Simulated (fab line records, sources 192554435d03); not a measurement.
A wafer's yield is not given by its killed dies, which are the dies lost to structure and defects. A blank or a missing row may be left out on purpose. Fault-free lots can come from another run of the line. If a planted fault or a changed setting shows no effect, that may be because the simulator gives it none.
Matching of chambers -- flow n5 finfet -- rie diel-02 running N5_FIN_SAQP_ETCH_67: 4 sister chambers
The step etches SiNx in CH3F/O2, target depth 30 nm. 4 wafers are shown with their chamber, then 10 later ones without.

## WAFERS WITH THEIR CHAMBER
wafer,chamber,throttle valve pct (%)
L083.3,2,16.3
L086.3,3,16.6
L087.3,0,16.9
L087.4,1,15.8

## WAFERS WITH NO CHAMBER GIVEN
wafer,throttle valve pct (%)
L087.5,16.6
L091.1,15.8
L091.3,16.4
L091.6,16.4
L092.1,16.6
L092.2,15.8
L092.5,16.4
L095.4,16.6
L095.5,15.8
L095.6,15.8

## WHICH CHAMBER EACH ONE RAN IN
wafer,from the rows above,in truth
L087.5,3,3
L091.1,1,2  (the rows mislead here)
L091.3,can't be placed: 2 or 3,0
L091.6,can't be placed: 2 or 3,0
L092.1,3,3
L092.2,1,1
L092.5,can't be placed: 2 or 3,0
L095.4,3,3
L095.5,1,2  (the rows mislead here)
L095.6,1,1
5 of 10 placed correctly. Not placeable from these rows: 3 (in 0, the candidates include the true chamber). Wrongly placed: 2.
How it was worked out, from the rows above alone: a wafer's distance from a chamber is the root of the sum, over the readings, of the square of ((its reading less the chamber's mean) divided by the reading's scatter). If the next closest chamber is less than 2 further off than the closest, the wafer can't be placed; otherwise it belongs to the closest. For every chamber, the mean is computed from those of its wafers that are shown. The scatter (one wafer shown for each chamber): square how far every hidden wafer sits from the nearest shown wafer, average those squares and take the square root.
